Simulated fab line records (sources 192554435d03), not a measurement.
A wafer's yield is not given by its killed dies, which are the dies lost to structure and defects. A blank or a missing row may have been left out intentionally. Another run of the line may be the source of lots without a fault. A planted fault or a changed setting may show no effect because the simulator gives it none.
fab line records	flow n5Finfet
[record] lots = 6	wafers = 18	lastDay = 19
route steps=1938 shown BEOL_M12@1641 PASSIVATION@1936
lots that met no fault: taken from a fault-free run of the same line
startH: hours from the record's opening day to when the first of the lot's shown wafers began	waitH: hours elapsed since this lot's preceding step	" identical to the entry in the row above	L1.1+2: several wafers, shown together as one row	- no value, or no start given	* or withheld: withheld	< > ~ a bound
route shown NAME@n: NAME is a module with steps in the file, n the number in the route of the first one	usual: mean and standard deviation over wafers with no fault	same: alike in all rows	chamber/n: place in a boat	sites: readings site by site	_std_site: standard deviation across them	_edge_site: outer sites' mean less inner sites'	radiusMm: for every site, how far away it sits from the centre of the wafer	mask NAME#n: copy n	behind: the tool/chamber that last shaped the wafer	hold: the reason the lot was held/the length of the hold in hours/how it ended	device: transistor that didn't switch, given as n, p or np	end of line: the tests these same wafers got at the end of their route	a step with no rows: only its recipe	killed: count of dies lost to structure and defects at first sort (not the wafer's yield)	map: the dies of a wafer, with x for killed, . for not killed, _ for no die there
set.NAME: the run value of the setting; set.NAME@STEP: its run value at that earlier step	model.NAME: the simulator's own value behind a step, which no gauge read
lots at selected steps of the route; one table per step, one row per wafer
services: from which hour (startH, from the record's first day; less than 0 if before it) a tool's chamber was out of use, for how many hours, and why
[[steps]]
[step N5_BEOL_M12_OCD_MEAS_35]
[usual] trenchDepthNm = 317/4.1
lot.wafer	tool	chamber	startH	waitH	trenchDepthNm
L782.1	ocd-01	-	272.04	0.0	317
L782.4	"	-	"	"	322
L782.6	"	-	"	"	324
L785.1	ocd-02	-	290.36	0.0	313
L785.2	"	-	"	"	318
L785.3	"	-	"	"	319
L792.2	ocd-02	-	332.77	0.0	313
L792.5	"	-	"	"	313
L792.6	"	-	"	"	317
L793.3	ocd-02	-	350.68	0.0	320
L793.4	"	-	"	"	319
L793.6	"	-	"	"	327
L802.1	ocd-02	-	402.48	0.0	317
L802.4	"	-	"	"	318
L802.6	"	-	"	"	316
L798.1	ocd-02	-	407.25	0.0	315
L798.3	"	-	"	"	313
L798.5	"	-	"	"	317
[step N5_BEOL_M12_STRIP_37]
[recipe] chemistry = N2/H2	powerW = 1000	tempC = 250	h2Frac = 0.65	overashFraction = 0.3	pressureMtorr = withheld	n2FlowSccm = 1750	h2FlowSccm = 3250
[usual] drypumpMotorCurrentA = 5.6/0.67	heaterPowerW = 326/50	oesProductAu = 0.791/0.011
lot.wafer	tool	chamber	startH	waitH	drypumpMotorCurrentA	heaterPowerW	oesProductAu	rfHoursCounterH
L782.1	plasmaAsher-01	1	272.08	0.0	4.7	347	0.802	87
L782.4	"	0	"	"	5.8	286	0.816	-
L782.6	"	0	"	"	5.8	292	0.790	-
L785.1	plasmaAsher-01	1	290.40	0.0	4.7	345	0.798	94
L785.2	"	0	"	"	5.8	292	0.775	94
L785.3	"	1	"	"	4.7	346	0.788	-
L792.2	plasmaAsher-01	0	332.81	0.0	5.8	289	0.781	108
L792.5	"	0	"	"	5.8	286	0.811	-
L792.6	"	1	"	"	4.7	348	0.797	-
L793.3	plasmaAsher-01	0	350.74	0.1	5.8	289	0.777	-
L793.4	"	1	"	"	4.7	336	0.791	-
L793.6	"	0	"	"	5.8	285	0.780	-
L802.1	plasmaAsher-02	0	402.52	0.0	6.1	272	0.793	129
L802.4	"	1	"	"	6.5	406	0.797	-
L802.6	"	1	"	"	6.5	414	0.791	-
L798.1	plasmaAsher-02	1	407.29	0.0	6.5	409	0.789	130
L798.3	"	0	"	"	6.1	284	0.793	-
L798.5	"	1	"	"	6.5	417	0.793	-
[step N5_BEOL_M12_ETCH_38]
[recipe] chemistry = CF4/N2	target = SiCN	targetDepthA = 687	taperDeg = 2	timeS = 73.4	ionEnergyEv = 150	maskMaterial = SiO2	pressureMtorr = 40	sourceW = 430	biasW = 70	Ar_flow_sccm = 100	cf4FlowSccm = 60	n2FlowSccm = 60
[usual] drypumpMotorCurrentA = 5.51/0.2	oesProductAu = 0.77/0.081	rfVppV = 381.9/2.1	showerheadPlenumPTorr = 2.19/0.076	throttleValvePct = 15.45/0.24
lot.wafer	tool	chamber	startH	waitH	drypumpMotorCurrentA	oesProductAu	rfHoursCounterH	rfVppV	showerheadPlenumPTorr	throttleValvePct
L782.1	rieDiel-03	3	273.95	-	5.29	0.82	76	384.8	2.23	15.65
L782.4	"	0	"	"	5.45	0.71	195	382.7	2.19	15.49
L782.6	"	0	"	"	5.45	0.71	-	381.7	2.19	15.51
L785.1	rieDiel-06	1	296.84	-	5.84	0.76	129	383.1	2.22	15.12
L785.2	"	0	"	"	5.51	0.70	225	378.1	2.09	15.71
L785.3	"	3	"	"	5.32	0.75	172	381.8	2.20	15.61
L792.2	rieDiel-05	0	333.33	-	5.11	0.71	210	383.8	2.27	15.85
L792.5	"	0	"	"	5.10	0.71	-	384.3	2.27	15.84
L792.6	"	1	"	"	5.58	0.86	-	382.9	2.24	15.34
L793.3	rieDiel-03	3	351.04	-	5.29	0.79	106	382.7	2.22	15.70
L793.4	"	1	"	"	5.45	0.81	99	383.4	2.22	15.11
L793.6	"	2	"	"	5.60	0.71	-	377.7	2.02	15.64
L802.1	rieDiel-06	3	402.92	-	5.30	0.72	205	382.8	2.19	15.71
L802.4	"	2	"	"	5.26	0.99	4	382.4	2.17	14.92
L802.6	"	1	"	"	5.87	0.72	-	382.5	2.21	15.21
L798.1	rieDiel-03	2	410.71	-	5.62	0.68	223	375.6	2.01	15.66
L798.3	"	1	"	"	5.42	0.79	110	383.8	2.22	15.15
L798.5	"	0	"	"	5.46	0.68	-	381.4	2.18	15.57
[step N5_BEOL_M12_PRECLEAN_39]
[recipe] chemistry = residueRemover	timeS = 60	tempC = 40
[step N5_BEOL_M12_SRD_40]
[recipe] timeS = 30	tempC = 23	rinseLiquid = diw	dry = n2Spin	spinRpm = 1500	dryTimeS = 30
[step N5_BEOL_M12_DEGAS_41]
[recipe] ambient = vacuum	tempC = 250	timeS = 60
[usual] heaterPowerW = 311/41	susceptorTempC = 250.01/0.16
lot.wafer	tool	chamber	startH	waitH	heaterPowerW	susceptorTempC
L782.1	pvdSputter-02	-	274.15	0.0	279	249.69
L782.4	"	-	"	"	348	249.85
L782.6	"	-	"	"	282	250.01
L785.1	pvdSputter-03	-	297.28	0.3	312	250.05
L785.2	"	-	"	"	396	250.02
L785.3	"	-	"	"	279	250.12
L792.2	pvdSputter-02	-	333.67	0.2	314	249.86
L792.5	"	-	"	"	311	249.96
L792.6	"	-	"	"	359	250.36
L793.3	pvdSputter-03	-	351.58	0.4	272	250.17
L793.4	"	-	"	"	314	250.12
L793.6	"	-	"	"	311	250.28
L802.1	pvdSputter-01	-	403.34	0.3	319	250.05
L802.4	"	-	"	"	296	250.02
L802.6	"	-	"	"	292	250.08
L798.1	pvdSputter-03	-	411.26	0.4	283	249.96
L798.3	"	-	"	"	250	250.04
L798.5	"	-	"	"	412	250.36
[step N5_BEOL_M12_PRE_CLEAN_42]
[recipe] gas = H2/He	timeS = 30	tempC = 250
[step N5_BEOL_M12_SPUTTER_43]
[recipe] material = TaN	targetThkA = 150	tempC = 50	biasV = 168.6	powerW = 15000	chamberPressurePa = 0.12	timeS = 24.19
[usual] susceptorTempC = 49.98/0.11	throttleValvePct = 30.3/1.4
lot.wafer	tool	chamber	startH	waitH	susceptorTempC	throttleValvePct
L782.1	pvdSputter-02	-	274.23	0.0	49.92	32.4
L782.4	"	-	"	"	50.02	29.2
L782.6	"	-	"	"	49.86	32.4
L785.1	pvdSputter-03	-	297.36	0.0	50.05	30.0
L785.2	"	-	"	"	50.13	32.5
L785.3	"	-	"	"	49.98	29.4
L792.2	pvdSputter-02	-	333.75	0.0	50.03	29.5
L792.5	"	-	"	"	50.04	29.2
L792.6	"	-	"	"	49.91	29.1
L793.3	pvdSputter-03	-	351.66	0.0	49.98	29.1
L793.4	"	-	"	"	50.07	30.3
L793.6	"	-	"	"	50.06	29.6
L802.1	pvdSputter-01	-	403.42	0.0	50.19	29.9
L802.4	"	-	"	"	49.83	28.3
L802.6	"	-	"	"	49.89	28.1
L798.1	pvdSputter-03	-	411.34	0.0	49.85	29.3
L798.3	"	-	"	"	49.89	30.9
L798.5	"	-	"	"	49.92	32.3
[step N5_BEOL_M12_SPUTTER_44]
[recipe] material = Ta	targetThkA = 100	tempC = 50	biasV = 80	powerW = 15000	chamberPressurePa = 0.07	timeS = 16.13
[usual] susceptorTempC = 49.99/0.12	throttleValvePct = 30.3/1.4
lot.wafer	tool	chamber	startH	waitH	susceptorTempC	throttleValvePct
L782.1	pvdSputter-02	-	274.31	0.0	50.17	32.6
L782.4	"	-	"	"	50.09	29.1
L782.6	"	-	"	"	50.09	32.0
L785.1	pvdSputter-03	-	297.44	0.0	49.71	30.0
L785.2	"	-	"	"	49.95	32.4
L785.3	"	-	"	"	50.05	29.6
L792.2	pvdSputter-02	-	333.83	0.0	49.84	29.7
L792.5	"	-	"	"	49.76	29.3
L792.6	"	-	"	"	49.98	29.2
L793.3	pvdSputter-03	-	351.74	0.0	49.84	29.3
L793.4	"	-	"	"	50.21	29.9
L793.6	"	-	"	"	50.06	29.9
L802.1	pvdSputter-01	-	403.50	0.0	49.95	30.0
L802.4	"	-	"	"	49.89	28.3
L802.6	"	-	"	"	49.89	28.1
L798.1	pvdSputter-03	-	411.42	0.0	50.35	29.5
L798.3	"	-	"	"	49.72	31.0
L798.5	"	-	"	"	50.12	32.5
[step N5_BEOL_M12_SPUTTER_45]
[recipe] material = Cu	targetThkA = 800	tempC = -20	biasV = 60	powerW = 26000	chamberPressurePa = 0.13	timeS = 13.33
[step N5_BEOL_M12_ECD_47]
[recipe] material = Cu	targetThkA = 7200
[step N5_BEOL_M12_ANNEAL_48]
[recipe] tempC = 225	timeS = 90	ambient = N2
[step N5_BEOL_M12_CMP_49]
[recipe] stopOn = SiOC	tOverpolishS = 20.6	downForcePsi = 1	platenRpm = 50	clearingPlatenDownForcePsi = 1.5	clearingPlatenRpm = 50	postCmpClean = cuAlkaline	targetThkNm = 320	clearingPlatenPadVelocityMS = 0.99484	padVelocityMS = 0.99484
[usual] barrierFieldEndpointS = 29.9/0.54	edgeZonePressureFrac = 1.000/0.0053	headPressurePsi = 0.9998/0.0023	motorCurrentA = 6.1/0.4	overpolishRunS = 20.600/0.0091
lot.wafer	tool	chamber	startH	waitH	barrierFieldEndpointS	edgeZonePressureFrac	headPressurePsi	motorCurrentA	overpolishRunS
L782.1	cmp-02	3	274.95	0.3	29.7	0.998	0.9974	5.8	20.605
L782.4	"	2	"	"	29.6	0.996	1.0002	5.7	20.601
L782.6	"	0	"	"	29.7	0.997	0.9983	5.5	20.596
L785.1	cmp-04	3	298.15	0.3	29.6	0.999	0.9994	6.6	20.610
L785.2	"	0	"	"	29.4	1.005	0.9999	5.7	20.610
L785.3	"	1	"	"	29.4	0.996	0.9998	6.3	20.596
L792.2	cmp-02	1	336.28	0.3	29.8	0.996	0.9953	5.8	20.597
L792.6	"	2	"	"	28.9	1.002	0.9989	5.7	20.603
L792.5	"	3	"	"	30.1	0.993	1.0009	5.7	20.582
L793.3	cmp-01	2	353.18	0.2	30.5	1.002	1.0031	6.0	20.615
L793.4	"	0	"	"	30.1	1.002	0.9965	6.3	20.591
L793.6	"	1	"	"	30.4	1.004	0.9995	6.1	20.609
L802.1	cmp-01	2	404.21	0.3	30.8	1.003	0.9975	6.4	20.611
L802.4	"	3	"	"	30.3	0.998	1.0019	5.8	20.594
L802.6	"	1	"	"	24.7	1.000	1.2220	6.1	20.602
L798.3	cmp-01	3	413.97	0.2	29.7	1.000	1.0009	5.8	20.600
L798.1	"	1	"	"	24.9	1.005	1.2233	6.2	20.593
L798.5	"	2	"	"	31.2	0.984	0.9960	5.7	20.597
[step N5_PASSIVATION_PROBE_49]
[usual] defectLimitedYield = 90.9/1.3	killed_at_M0_to_M3 = 36/11	killed_at_M4_up = 13/5.1	killedAtContacts = 14/4.9	killedAtFrontEnd = 41/10	killedAtOther = 3.4/2.6	killedDies = 107/16	killedOpen = 70/11	killedShort = 36/7.8	sort_bin_5_function = 5.4/0.84	sort_bin_6_memory = 3.4/0.67	sortNPass = 1073/16	sortYieldPct = 90.9/1.3
[same] grossDies = 1180	killedAtBackSide = 0	sort_bin_4_leakage[%] = 0	sort_bin_8_speed[%] = 0
lot.wafer	tool	chamber	startH	waitH	defectLimitedYield[%]	killed_at_M0_to_M3	killed_at_M4_up	killedAtContacts	killedAtFrontEnd	killedAtOther	killedDies	killedOpen	killedShort	sort_bin_5_function[%]	sort_bin_6_memory[%]	sortNPass	sortYieldPct[%]
L785.1	prober-02	-	331.36	0.0	91.3	24	13	14	43	9	103	60	41	5.2	3.3	1077	91.3
L785.2	prober-02	-	331.41	0.1	90.9	28	11	14	50	4	107	67	38	5.8	2.8	1073	90.9
L785.3	prober-02	-	331.46	0.1	90.2	57	11	10	32	6	116	73	40	5.4	3.8	1064	90.2
L793.3	prober-01	-	385.24	0.1	89.0	38	18	11	62	1	130	94	34	6.4	4.5	1050	89.0
L793.4	prober-01	-	385.29	0.2	89.1	48	9	11	60	1	129	95	34	6.7	3.9	1051	89.1
L793.6	prober-01	-	385.39	0.3	90.8	29	18	10	48	4	109	68	38	4.7	4.2	1071	90.8
L798.1	prober-01	-	451.16	0.0	90.8	25	21	9	47	6	108	71	36	5.7	3.4	1072	90.8
L798.3	prober-01	-	451.26	0.1	91.6	15	16	8	50	10	99	69	30	5.0	3.0	1081	91.6
L798.5	prober-01	-	451.36	0.2	91.9	22	7	18	47	1	95	64	29	4.8	2.9	1085	91.9
// killed by level:class
L785.1 MOL_CONTACT_COAG:geometricParticle:open=11 STI_FIN_REVEAL:geometricParticle:open=8 BEOL_M3:geometricParticle:open=8 FIN_SAQP:geometricParticle:short=6 GATE_CUT:geometricParticle:short=6 DUMMY_GATE:geometricParticle:open=5 BEOL_M0_SAQP:geometricParticle:short=5 STI_FIN_REVEAL:geometricParticle:short=4
L785.2 BEOL_M3:geometricParticle:open=9 GATE_CUT:geometricParticle:open=8 BEOL_M0_SAQP:geometricParticle:short=7 MOL_CONTACT_COAG:geometricParticle:open=7 GATE_CUT:geometricParticle:short=7 MOL_CONTACT_COAG:geometricParticle:short=7 FIN_SAQP:geometricParticle:short=6 FIN_SAQP:geometricParticle:open=5
L785.3 BEOL_M3:geometricParticle:open=16 BEOL_M2:geometricParticle:open=9 STI_FIN_REVEAL:geometricParticle:open=8 BEOL_M0_SAQP:geometricParticle:open=8 BEOL_M0_SAQP:geometricParticle:short=8 FIN_SAQP:geometricParticle:short=6 MOL_CONTACT_COAG:geometricParticle:open=6 BEOL_M1:geometricParticle:open=6
L793.3 FIN_SAQP:geometricParticle:open=22 STI_FIN_REVEAL:geometricParticle:open=13 BEOL_M0_SAQP:geometricParticle:open=11 BEOL_M0_SAQP:geometricParticle:short=10 BEOL_M4:geometricParticle:open=9 MOL_CONTACT_COAG:geometricParticle:open=8 BEOL_M3:geometricParticle:open=7 FIN_SAQP:geometricParticle:short=6
L793.4 STI_FIN_REVEAL:geometricParticle:open=28 BEOL_M0_SAQP:geometricParticle:short=13 BEOL_M0_SAQP:geometricParticle:open=11 FIN_SAQP:geometricParticle:open=10 MOL_CONTACT_COAG:geometricParticle:open=10 BEOL_M2:geometricParticle:open=10 BEOL_M3:geometricParticle:open=6 GATE_CUT:geometricParticle:open=5
L793.6 FIN_SAQP:geometricParticle:open=11 STI_FIN_REVEAL:geometricParticle:open=11 BEOL_M2:geometricParticle:open=8 BEOL_M4:geometricParticle:open=7 MOL_CONTACT_COAG:geometricParticle:open=6 GATE_CUT:geometricParticle:short=5 BEOL_M1:geometricParticle:open=5 STARTING-WAFER:geometricParticle:short=5
L798.1 BEOL_M4:geometricParticle:open=13 FIN_SAQP:geometricParticle:open=10 STI_FIN_REVEAL:geometricParticle:open=7 MOL_CONTACT_COAG:geometricParticle:open=7 BEOL_M0_SAQP:geometricParticle:open=7 BEOL_M0_SAQP:geometricParticle:short=6 FIN_SAQP:geometricParticle:short=5 BEOL_M1:geometricParticle:open=4
L798.3 FIN_SAQP:geometricParticle:open=19 STI_FIN_REVEAL:geometricParticle:open=10 BEOL_M4:geometricParticle:open=10 FIN_SAQP:geometricParticle:short=8 MOL_CONTACT_COAG:geometricParticle:open=6 BEOL_M0_SAQP:geometricParticle:open=5 PAD_METAL:geometricParticle:short=4 ILD0:geometricParticle:short=3
L798.5 MOL_CONTACT_COAG:geometricParticle:open=13 FIN_SAQP:geometricParticle:open=11 STI_FIN_REVEAL:geometricParticle:open=7 BEOL_M2:geometricParticle:open=6 FIN_SAQP:geometricParticle:short=5 MOL_CONTACT_COAG:geometricParticle:short=5 BEOL_M0_SAQP:geometricParticle:short=5 DUMMY_GATE:geometricParticle:open=4
[[services]]
tool	chamber	startH	hours	kind
cmp-04	-	264.61	6.3	pm
cmp-04	-	273.00	2.2	repair
cmp-01	-	275.16	0.4	repair
rieDiel-06	2	285.04	20.5	repair
plasmaAsher-02	-	288.87	28.1	pm
cmp-02	-	289.28	0.3	repair
rieDiel-03	1	290.99	9.8	repair
rieDiel-06	0	300.01	1.3	repair
cmp-02	-	301.15	0.9	repair
rieDiel-06	3	303.75	16.3	repair
cmp-01	-	304.45	6.7	pm
rieDiel-06	2	311.68	4.3	repair
cmp-01	-	312.79	1.2	repair
rieDiel-06	-	315.30	0.9	repair
cmp-02	-	329.36	0.8	repair
cmp-02	-	340.27	8.9	pm
cmp-01	-	345.68	4.3	repair
cmp-02	-	351.37	2.5	repair
cmp-02	-	355.12	0.5	repair
rieDiel-03	1	369.64	16.3	repair
cmp-02	-	380.95	4.0	pm
cmp-02	-	390.01	4.1	pm
cmp-01	-	392.09	4.0	pm
rieDiel-06	3	398.74	2.8	repair
[[key]]
[firstSign] step = N5_BEOL_M12_CMP_49	reading = headPressurePsi	direction = up	sigmas = 95	usual = 0.9998	struck = 1.2227
[effect] step = N5_BEOL_M12_CMP_49	reading = barrierFieldEndpointS	direction = down	sigmas = 9.5	usual = 29.9	struck = 24.8
metAt N5_BEOL_M12_CMP_49
struckWafers L798.1,L802.6
onsetBetween 353.18 404.21
[fault] kind = processParameterDrift	tool = cmp-01	chamber = 1	onsetH = 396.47	steps = N5_BEOL_M12_CMP_49	channel = downForcePsi	offset = 0.22195	shape = step	endH = 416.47	actsIn = theseRecipesOnly	stated = 1
